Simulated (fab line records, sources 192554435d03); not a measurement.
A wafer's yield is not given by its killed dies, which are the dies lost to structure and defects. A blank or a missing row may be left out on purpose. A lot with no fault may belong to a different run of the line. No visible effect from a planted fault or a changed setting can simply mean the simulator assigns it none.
fab line records + flow n5_finfet
[record]
- lots = 11
- wafers = 32
- last_day = 20
route steps=1938 shown BEOL_M1@822 BEOL_M4@1111 PASSIVATION@1936
lots with no fault: from the same line, run without faults
start_h: the number of hours between the record's first day and the start of the first shown wafer of the lot + wait_h: hours elapsed since this lot's preceding step + " repeats the value in the row above + L1.1+2: a single row standing in for several wafers + - no value, or no start was given + * or withheld: withheld + < > ~ a bound
route shown NAME@n: NAME is a module with steps in the file, n the number in the route of the first one + usual: mean/standard deviation taken from wafers without a fault + same: alike in all rows + chamber/n: place in a boat + sites: readings site by site + _std_site: the values' standard deviation + _edge_site: outer sites' mean less inner sites' + radius_mm: how far each site lies from the wafer's centre + mask NAME#n: copy n + behind: tool/chamber where the wafer was last shaped + hold: why the lot went on hold/how many hours it stayed there/how the hold came to an end + device: the n, p or np transistor that did not switch + end of line: tests run on the same wafers once the route is complete + where a step has no rows: the recipe by itself + killed: dies lost to structure and defects at the first sort, not the wafer's yield + map: per-die view of a wafer (x killed, . not killed, _ where there is no die)
set.NAME: the setting that was run; set.NAME@STEP: the one run at that earlier step + model.NAME: the simulator's own value behind a step, which no gauge read
one table for each step of the route and one row for each wafer, over a sample of lots
services: a tool's chamber out of use, with start hour (start_h, from the record's first day; less than 0 if before it), hours out, and reason
[[steps]]
[step N5_BEOL_M1_SPUTTER_88]
[recipe]
- material = Cu
- target_thk_a = 45
- temp_c = -20
- chamber_pressure_pa = 0.07
- power_w = withheld
- time_s = 8.29
[usual]
- throttle_valve_pct = 29.9/0.73
| lot.wafer | tool           | chamber | start_h | wait_h | throttle_valve_pct |
|-----------|----------------|---------|---------|--------|--------------------|
| L741.1    | pvd_sputter-03 | -       | 173.89  | 0.1    | 30.9               |
| L741.4    | "              | -       | "       | "      | 28.9               |
| L741.6    | "              | -       | "       | "      | 30.0               |
| L742.2    | pvd_sputter-01 | -       | 174.10  | 0.1    | 31.0               |
| L742.4    | "              | -       | "       | "      | 29.5               |
| L744.2    | pvd_sputter-02 | -       | 177.04  | 0.1    | 29.6               |
| L744.3    | "              | -       | "       | "      | 29.9               |
| L744.5    | "              | -       | "       | "      | 29.7               |
| L743.2    | pvd_sputter-03 | -       | 177.81  | 0.1    | 31.4               |
| L743.4    | "              | -       | "       | "      | 29.8               |
| L743.6    | "              | -       | "       | "      | 31.2               |
| L746.4    | pvd_sputter-03 | -       | 196.88  | 0.1    | 31.2               |
| L746.5    | "              | -       | "       | "      | 30.8               |
| L746.6    | "              | -       | "       | "      | 29.5               |
| L751.1    | pvd_sputter-03 | -       | 202.94  | 0.1    | 28.6               |
| L751.4    | "              | -       | "       | "      | 29.4               |
| L751.5    | "              | -       | "       | "      | 31.2               |
| L750.2    | pvd_sputter-03 | -       | 208.70  | 0.1    | 31.2               |
| L750.3    | "              | -       | "       | "      | 30.3               |
| L750.6    | "              | -       | "       | "      | 28.7               |
| L754.1    | pvd_sputter-01 | -       | 229.41  | 0.1    | 29.4               |
| L754.2    | "              | -       | "       | "      | 29.8               |
| L754.6    | "              | -       | "       | "      | 29.7               |
| L755.2    | pvd_sputter-02 | -       | 230.50  | 0.1    | 29.3               |
| L755.5    | "              | -       | "       | "      | 30.4               |
| L755.6    | "              | -       | "       | "      | 29.6               |
| L757.3    | pvd_sputter-01 | -       | 239.70  | 0.1    | 29.6               |
| L757.4    | "              | -       | "       | "      | 29.5               |
| L757.6    | "              | -       | "       | "      | 29.2               |
| L763.1    | pvd_sputter-02 | -       | 261.94  | 0.1    | 29.4               |
| L763.2    | "              | -       | "       | "      | 29.5               |
| L763.5    | "              | -       | "       | "      | 30.7               |
[step N5_BEOL_M1_ANNEAL_89]
[recipe]
- temp_c = 400
- time_s = 240
- ambient = vacuum
[usual]
- heater_power_w = 782/69
| lot.wafer | tool           | chamber | start_h | wait_h | heater_power_w |
|-----------|----------------|---------|---------|--------|----------------|
| L741.1    | pvd_sputter-03 | -       | 173.97  | 0.0    | 817            |
| L741.4    | "              | -       | "       | "      | 668            |
| L741.6    | "              | -       | "       | "      | 847            |
| L742.2    | pvd_sputter-01 | -       | 174.18  | 0.0    | 733            |
| L742.4    | "              | -       | "       | "      | 794            |
| L744.2    | pvd_sputter-02 | -       | 177.12  | 0.0    | 708            |
| L744.3    | "              | -       | "       | "      | 753            |
| L744.5    | "              | -       | "       | "      | 749            |
| L743.2    | pvd_sputter-03 | -       | 177.89  | 0.0    | 797            |
| L743.4    | "              | -       | "       | "      | 736            |
| L743.6    | "              | -       | "       | "      | 823            |
| L746.4    | pvd_sputter-03 | -       | 196.96  | 0.0    | 799            |
| L746.5    | "              | -       | "       | "      | 777            |
| L746.6    | "              | -       | "       | "      | 756            |
| L751.1    | pvd_sputter-03 | -       | 203.02  | 0.0    | 669            |
| L751.4    | "              | -       | "       | "      | 748            |
| L751.5    | "              | -       | "       | "      | 803            |
| L750.2    | pvd_sputter-03 | -       | 208.78  | 0.0    | 802            |
| L750.3    | "              | -       | "       | "      | 812            |
| L750.6    | "              | -       | "       | "      | 669            |
| L754.1    | pvd_sputter-01 | -       | 229.49  | 0.0    | 786            |
| L754.2    | "              | -       | "       | "      | 901            |
| L754.6    | "              | -       | "       | "      | 922            |
| L755.2    | pvd_sputter-02 | -       | 230.58  | 0.0    | 677            |
| L755.5    | "              | -       | "       | "      | 884            |
| L755.6    | "              | -       | "       | "      | 696            |
| L757.3    | pvd_sputter-01 | -       | 239.78  | 0.0    | 851            |
| L757.4    | "              | -       | "       | "      | 785            |
| L757.6    | "              | -       | "       | "      | 759            |
| L763.1    | pvd_sputter-02 | -       | 262.02  | 0.0    | 711            |
| L763.2    | "              | -       | "       | "      | 681            |
| L763.5    | "              | -       | "       | "      | 874            |
[step N5_BEOL_M1_ECD_50]
[recipe]
- material = Cu
- target_thk_a = 3000
| lot.wafer  | tool      | chamber | start_h | wait_h |
|------------|-----------|---------|---------|--------|
| L741.1+4+6 | ecd_cu-02 | 0       | 174.88  | 0.1    |
| L742.2+4   | ecd_cu-02 | 0       | 175.09  | 0.1    |
| L744.2+3+5 | ecd_cu-02 | 0,1,0   | 178.03  | 0.1    |
| L743.2+4+6 | ecd_cu-01 | 1,1,0   | 178.80  | 0.1    |
| L746.4+5+6 | ecd_cu-02 | 1,0,1   | 197.90  | 0.1    |
| L751.1+4+5 | ecd_cu-01 | 1,1,0   | 203.94  | 0.1    |
| L750.2+3+6 | ecd_cu-01 | 1,0,1   | 209.70  | 0.1    |
| L754.1+2+6 | ecd_cu-01 | 0,1,0   | 230.41  | 0.1    |
| L755.2+5+6 | ecd_cu-02 | 0,1,0   | 231.49  | 0.1    |
| L757.3+4+6 | ecd_cu-02 | 0,1,0   | 240.72  | 0.1    |
| L763.1+2+5 | ecd_cu-02 | 1,0,1   | 262.94  | 0.1    |
[step N5_BEOL_M1_CMP_52]
[recipe]
- stop_on = SiOC
- t_overpolish_s = 6.8
- down_force_psi = 1
- platen_rpm = 50
- clearing_platen_down_force_psi = 1.5
- clearing_platen_rpm = 50
- post_cmp_clean = cu_alkaline
- target_thk_nm = 40
- clearing_platen_pad_velocity_m_s = 0.99484
- pad_velocity_m_s = 0.99484
[usual]
- motor_current_A = 6.2/0.5
- time_to_endpoint_s = 63/4.1
| lot.wafer | tool   | chamber | start_h | wait_h | motor_current_A | time_to_endpoint_s |
|-----------|--------|---------|---------|--------|-----------------|--------------------|
| L741.1    | cmp-04 | 2       | 175.26  | 0.3    | 5.9             | 66                 |
| L741.4    | "      | 3       | "       | "      | 7.1             | 57                 |
| L741.6    | "      | 2       | "       | "      | 6.3             | 68                 |
| L742.4    | cmp-04 | 3       | 175.67  | 0.2    | 6.6             | 54                 |
| L742.2    | "      | 0       | "       | "      | 5.6             | 61                 |
| L744.3    | cmp-04 | 2       | 178.45  | 0.2    | 6.0             | 65                 |
| L744.2    | "      | 3       | "       | "      | 6.9             | 58                 |
| L744.5    | "      | 1       | "       | "      | 5.7             | 67                 |
| L743.2    | cmp-03 | 1       | 179.18  | 0.2    | 6.3             | 66                 |
| L743.4    | "      | 2       | "       | "      | 6.8             | 64                 |
| L743.6    | "      | 1       | "       | "      | 6.4             | 64                 |
| L746.4    | cmp-04 | 0       | 198.33  | 0.2    | 5.7             | 60                 |
| L746.6    | "      | 2       | "       | "      | 6.3             | 69                 |
| L746.5    | "      | 3       | "       | "      | 6.6             | 58                 |
| L751.4    | cmp-03 | 1       | 204.39  | 0.2    | 6.6             | 64                 |
| L751.1    | "      | 2       | "       | "      | 7.2             | 59                 |
| L751.5    | "      | 0       | "       | "      | 6.3             | 62                 |
| L750.2    | cmp-04 | 3       | 210.21  | 0.2    | 6.7             | 60                 |
| L750.3    | "      | 0       | "       | "      | 5.8             | 103                |
| L750.6    | "      | 3       | "       | "      | 6.5             | 58                 |
| L754.1    | cmp-03 | 2       | 230.87  | 0.3    | 7.0             | 104                |
| L754.2    | "      | 0       | "       | "      | 6.4             | 68                 |
| L754.6    | "      | 3       | "       | "      | 5.7             | 106                |
| L755.2    | cmp-03 | 0       | 231.92  | 0.3    | 6.4             | 67                 |
| L755.5    | "      | 3       | "       | "      | 5.8             | 65                 |
| L755.6    | "      | 0       | "       | "      | 6.4             | 68                 |
| L757.4    | cmp-04 | 3       | 241.48  | 0.5    | 6.5             | 59                 |
| L757.3    | "      | 1       | "       | "      | 5.7             | 66                 |
| L757.6    | "      | 3       | "       | "      | 6.7             | 59                 |
| L763.2    | cmp-04 | 2       | 263.40  | 0.2    | 6.4             | 62                 |
| L763.1    | "      | 3       | "       | "      | 7.0             | 54                 |
| L763.5    | "      | 1       | "       | "      | 5.9             | 62                 |
[step N5_BEOL_M1_PRE_CLEAN_60]
[recipe]
- gas = NH3/H2
- time_s = 15
- temp_c = *
- rf_power_w = 300
[usual]
- heater_power_w = 80/11
| lot.wafer | tool      | chamber | start_h | wait_h | heater_power_w |
|-----------|-----------|---------|---------|--------|----------------|
| L741.1    | cvd_co-01 | 2       | 175.59  | 0.0    | 83             |
| L741.4    | "         | 0       | "       | "      | 89             |
| L741.6    | "         | 1       | "       | "      | 94             |
| L742.2    | cvd_co-01 | 0       | 175.97  | 0.0    | 88             |
| L742.4    | "         | 1       | "       | "      | 95             |
| L744.2    | cvd_co-02 | 2       | 178.74  | 0.0    | 75             |
| L744.3    | "         | 0       | "       | "      | 60             |
| L744.5    | "         | 0       | "       | "      | 59             |
| L743.2    | cvd_co-02 | 2       | 179.51  | 0.0    | 76             |
| L743.4    | "         | 0       | "       | "      | 59             |
| L743.6    | "         | 1       | "       | "      | 78             |
| L746.4    | cvd_co-01 | 1       | 198.61  | 0.1    | 94             |
| L746.5    | "         | 0       | "       | "      | 89             |
| L746.6    | "         | 2       | "       | "      | 80             |
| L751.1    | cvd_co-01 | 1       | 204.65  | 0.0    | 95             |
| L751.4    | "         | 1       | "       | "      | 93             |
| L751.5    | "         | 2       | "       | "      | 83             |
| L750.2    | cvd_co-02 | 1       | 210.54  | 0.0    | 79             |
| L750.3    | "         | 0       | "       | "      | 60             |
| L750.6    | "         | 0       | "       | "      | 60             |
| L754.1    | cvd_co-02 | 2       | 231.21  | 0.0    | 76             |
| L754.2    | "         | 0       | "       | "      | 58             |
| L754.6    | "         | 2       | "       | "      | 75             |
| L755.2    | cvd_co-02 | 2       | 232.24  | 0.1    | 77             |
| L755.5    | "         | 1       | "       | "      | 80             |
| L755.6    | "         | 0       | "       | "      | 61             |
| L757.3    | cvd_co-02 | 1       | 241.90  | 0.1    | 82             |
| L757.4    | "         | 0       | "       | "      | 60             |
| L757.6    | "         | 2       | "       | "      | 74             |
| L763.1    | cvd_co-01 | 1       | 263.80  | 0.1    | 94             |
| L763.2    | "         | 0       | "       | "      | 91             |
| L763.5    | "         | 1       | "       | "      | 90             |
[step N5_BEOL_M4_RC_MEAS_101]
[usual]
- DIBL_N = 36.1/2.3
- DIBL_P = 36/3.2
- IOFF_N = 0.16/0.045
- IOFF_P = 0.21/0.049
- ION_N = 674/14
- ION_P = 462/8.4
- SS_N = 71.6/0.83
- SS_P = 73.2/0.87
- VT_N = 249/3.8
- VT_P = -250/3.4
| lot.wafer | tool      | chamber | start_h | wait_h | DIBL_N[mV/V] | DIBL_P[mV/V] | IOFF_N[nA/um] | IOFF_P[nA/um] | ION_N[uA/um] | ION_P[uA/um] | SS_N[mV/dec] | SS_P[mV/dec] | VT_N[mV] | VT_P[mV] |
|-----------|-----------|---------|---------|--------|--------------|--------------|---------------|---------------|--------------|--------------|--------------|--------------|----------|----------|
| L741.1    | prober-02 | 0       | 236.98  | 0.3    | 35.1         | 34           | 0.13          | 0.21          | 659          | 461          | 70.7         | 72.9         | 250      | -249     |
| L741.4    | "         | 0       | "       | "      | 39.1         | 39           | 0.20          | 0.28          | 675          | 466          | 72.3         | 73.6         | 248      | -246     |
| L741.6    | "         | 0       | "       | "      | 37.9         | 37           | 0.18          | 0.25          | 673          | 465          | 71.7         | 73.7         | 248      | -245     |
| L744.2    | prober-01 | 0       | 260.07  | 0.2    | 39.1         | 42           | 0.22          | 0.29          | 686          | 468          | 72.3         | 74.4         | 246      | -246     |
| L744.3    | "         | 0       | "       | "      | 38.2         | 40           | 0.20          | 0.26          | 679          | 465          | 72.0         | 73.7         | 248      | -246     |
| L744.5    | "         | 0       | "       | "      | 36.7         | 39           | 0.19          | 0.26          | 695          | 481          | 71.3         | 73.7         | 244      | -246     |
| L743.2    | prober-01 | 0       | 266.49  | 0.2    | 36.3         | 33           | 0.14          | 0.18          | 650          | 449          | 71.9         | 72.9         | 254      | -250     |
| L743.4    | "         | 0       | "       | "      | 33.2         | 30           | 0.10          | 0.15          | 672          | 459          | 71.6         | 72.3         | 255      | -253     |
| L743.6    | "         | 0       | "       | "      | 36.7         | 35           | 0.14          | 0.21          | 682          | 470          | 72.0         | 73.0         | 253      | -250     |
| L742.2    | prober-01 | 0       | 271.85  | 0.2    | 33.3         | 35           | 0.12          | 0.19          | 655          | 460          | 70.6         | 73.0         | 254      | -250     |
| L742.4    | "         | 0       | "       | "      | 34.5         | 36           | 0.13          | 0.23          | 664          | 464          | 70.5         | 72.7         | 249      | -244     |
| L746.4    | prober-02 | 0       | 289.33  | 0.5    | 37.0         | 38           | 0.19          | 0.25          | 671          | 455          | 72.0         | 73.9         | 246      | -247     |
| L746.5    | "         | 0       | "       | "      | 38.4         | 39           | 0.20          | 0.25          | 679          | 465          | 72.7         | 74.4         | 249      | -249     |
| L746.6    | "         | 0       | "       | "      | 36.7         | 37           | 0.19          | 0.23          | 683          | 464          | 72.6         | 73.6         | 250      | -249     |
| L751.1    | prober-01 | 0       | 303.85  | 0.0    | 33.8         | 34           | 0.16          | 0.22          | 667          | 462          | 71.5         | 73.0         | 248      | -248     |
| L751.4    | "         | 0       | "       | "      | 34.2         | 34           | 0.14          | 0.21          | 662          | 460          | 71.5         | 72.4         | 250      | -249     |
| L751.5    | "         | 0       | "       | "      | 34.2         | 34           | 0.15          | 0.21          | 684          | 474          | 71.1         | 73.1         | 248      | -249     |
| L750.2    | prober-01 | 0       | 313.61  | 0.2    | 31.5         | 30           | 0.09          | 0.14          | 645          | 446          | 70.8         | 72.5         | 257      | -254     |
| L750.3    | "         | 0       | "       | "      | 30.9         | 30           | 0.09          | 0.14          | 657          | 456          | 69.4         | 71.8         | 254      | -252     |
| L750.6    | "         | 0       | "       | "      | 30.0         | 29           | 0.09          | 0.13          | 653          | 455          | 69.6         | 71.3         | 256      | -255     |
| L757.3    | prober-01 | 0       | 329.74  | 0.3    | 31.4         | 30           | 0.09          | 0.13          | 645          | 446          | 69.8         | 72.4         | 255      | -258     |
| L757.4    | "         | 0       | "       | "      | 37.2         | 36           | 0.19          | 0.20          | 672          | 462          | 71.5         | 73.5         | 247      | -249     |
| L757.6    | "         | 0       | "       | "      | 36.4         | 35           | 0.16          | 0.19          | 668          | 458          | 71.4         | 73.7         | 250      | -254     |
| L754.1    | prober-02 | 0       | 344.81  | 0.0    | 37.5         | 37           | 0.18          | 0.23          | 666          | 457          | 72.6         | 73.9         | 248      | -250     |
| L754.2    | "         | 0       | "       | "      | 32.3         | 30           | 0.11          | 0.14          | 656          | 448          | 70.9         | 71.3         | 255      | -256     |
| L754.6    | "         | 0       | "       | "      | 33.1         | 31           | 0.11          | 0.15          | 658          | 453          | 71.1         | 72.1         | 252      | -254     |
| L755.2    | prober-02 | 0       | 347.82  | 0.2    | 36.9         | 34           | 0.16          | 0.20          | 689          | 470          | 70.9         | 72.9         | 249      | -247     |
| L755.5    | "         | 0       | "       | "      | 38.7         | 37           | 0.19          | 0.24          | 693          | 472          | 71.8         | 74.2         | 243      | -245     |
| L755.6    | "         | 0       | "       | "      | 39.8         | 37           | 0.22          | 0.24          | 688          | 465          | 71.8         | 73.6         | 243      | -247     |
| L763.1    | prober-02 | 0       | 364.44  | 0.0    | 39.9         | 39           | 0.22          | 0.24          | 707          | 474          | 72.3         | 74.2         | 244      | -250     |
| L763.2    | "         | 0       | "       | "      | 36.0         | 34           | 0.14          | 0.17          | 661          | 450          | 70.8         | 73.0         | 250      | -252     |
| L763.5    | "         | 0       | "       | "      | 35.4         | 33           | 0.13          | 0.17          | 670          | 460          | 70.4         | 72.0         | 251      | -248     |
[step N5_PASSIVATION_PROBE_49]
[usual]
- defect_limited_yield = 90.9/1.6
- killed_at_M0_to_M3 = 37/11
- killed_at_M4_up = 15/5.6
- killed_at_contacts = 13/6.4
- killed_at_front_end = 39/11
- killed_at_other = 4/3.1
- killed_dies = 107/19
- killed_open = 71/14
- killed_short = 34/7.8
- sort_bin_5_function = 5.3/1
- sort_bin_6_memory = 3.4/0.72
- sort_bin_8_speed = 0.0/0.42
- sort_n_pass = 1072/20
- sort_yield_pct = 90.9/1.7
[same]
- gross_dies = 1180
- killed_at_back_side = 0
- sort_bin_4_leakage[%] = 0
| lot.wafer | tool      | chamber | start_h | wait_h | defect_limited_yield[%] | killed_at_M0_to_M3 | killed_at_M4_up | killed_at_contacts | killed_at_front_end | killed_at_other | killed_dies | killed_open | killed_short | sort_bin_5_function[%] | sort_bin_6_memory[%] | sort_bin_8_speed[%] | sort_n_pass | sort_yield_pct[%] |
|-----------|-----------|---------|---------|--------|-------------------------|--------------------|-----------------|--------------------|---------------------|-----------------|-------------|-------------|--------------|------------------------|----------------------|---------------------|-------------|-------------------|
| L751.1    | prober-01 | -       | 435.53  | 0.0    | 88.5                    | 56                 | 12              | 16                 | 46                  | 6               | 136         | 83          | 49           | 6.5                    | 4.3                  | 0                   | 1044        | 88.5              |
| L751.4    | prober-01 | -       | 435.68  | 0.2    | 91.1                    | 33                 | 14              | 10                 | 41                  | 7               | 105         | 62          | 39           | 5.4                    | 3.2                  | 0                   | 1075        | 91.1              |
| L751.5    | prober-01 | -       | 435.73  | 0.2    | 90.8                    | 32                 | 19              | 12                 | 45                  | 1               | 109         | 78          | 31           | 5.8                    | 3.1                  | 0                   | 1071        | 90.8              |
// killed by level:class
L751.1 MOL_CONTACT_COAG:geometric_particle:open=14 BEOL_M2:geometric_particle:open=14 FIN_SAQP:geometric_particle:short=13 BEOL_M3:geometric_particle:open=11 FIN_SAQP:geometric_particle:open=10 BEOL_M0_SAQP:geometric_particle:short=8 BEOL_M0_SAQP:geometric_particle:open=8 STI_FIN_REVEAL:geometric_particle:open=7
L751.4 FIN_SAQP:geometric_particle:short=15 MOL_CONTACT_COAG:geometric_particle:open=8 BEOL_M0_SAQP:geometric_particle:open=8 BEOL_M2:geometric_particle:open=8 FIN_SAQP:geometric_particle:open=6 BEOL_M0:geometric_particle:short=5 BEOL_M4:geometric_particle:open=5 BEOL_M5:geometric_particle:open=5
L751.5 STI_FIN_REVEAL:geometric_particle:open=19 BEOL_M2:geometric_particle:open=18 FIN_SAQP:geometric_particle:short=10 MOL_CONTACT_COAG:geometric_particle:open=10 BEOL_M4:geometric_particle:open=9 BEOL_M0_SAQP:geometric_particle:short=5 FIN_SAQP:geometric_particle:open=4 STI_FIN_REVEAL:geometric_particle:short=4
[[services]]
| tool           | chamber | start_h | hours | kind                           |
|----------------|---------|---------|-------|--------------------------------|
| ecd_cu-01      | -       | 154.40  | 1.2   | repair                         |
| cvd_co-01      | -       | 157.58  | 0.9   | repair                         |
| ecd_cu-02      | -       | 170.62  | 0.5   | repair                         |
| cmp-04         | -       | 172.27  | 0.4   | repair                         |
| ecd_cu-01      | -       | 174.54  | 0.6   | repair                         |
| cmp-03         | -       | 183.47  | 7.5   | pm                             |
| cvd_co-02      | -       | 188.89  | 6.0   | pm                             |
| ecd_cu-01      | -       | 201.83  | 1.0   | repair                         |
| ecd_cu-01      | -       | 204.18  | 2.1   | repair                         |
| cvd_co-01      | 1       | 211.05  | 4.3   | repair                         |
| pvd_sputter-03 | -       | 216.35  | 1.0   | repair                         |
| cmp-03         | -       | 228.22  | 1.7   | repair                         |
| cmp-03         | -       | 258.56  | 4.0   | pm                             |
| cmp-03         | -       | 262.56  | -     | consumable_replace:conditioner |
| cmp-03         | -       | 262.56  | -     | consumable_replace:pad         |
[[key]]
[first_sign]
- step = N5_BEOL_M1_CMP_52
- reading = time_to_endpoint_s
- direction = up
- sigmas = 10
- usual = *
- struck = *
effect none on later readings
met_at N5_BEOL_M1_ECD_50
struck_lots L750,L754
struck_wafers L750.3,L754.1,L754.6
not_acting_at N5_BEOL_M1_SPUTTER_88,N5_BEOL_M1_ANNEAL_89,N5_BEOL_M1_PRE_CLEAN_60
onset_between 203.94 209.70
[fault]
- kind = process_parameter_drift
- tool = ecd_cu-01
- chamber = 0
- onset_h = 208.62
- steps = N5_BEOL_M1_ECD_50
- channel = target_thk_a
- offset = *
- shape = step
- end_h = 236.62
- acts_in = *
- stated = *
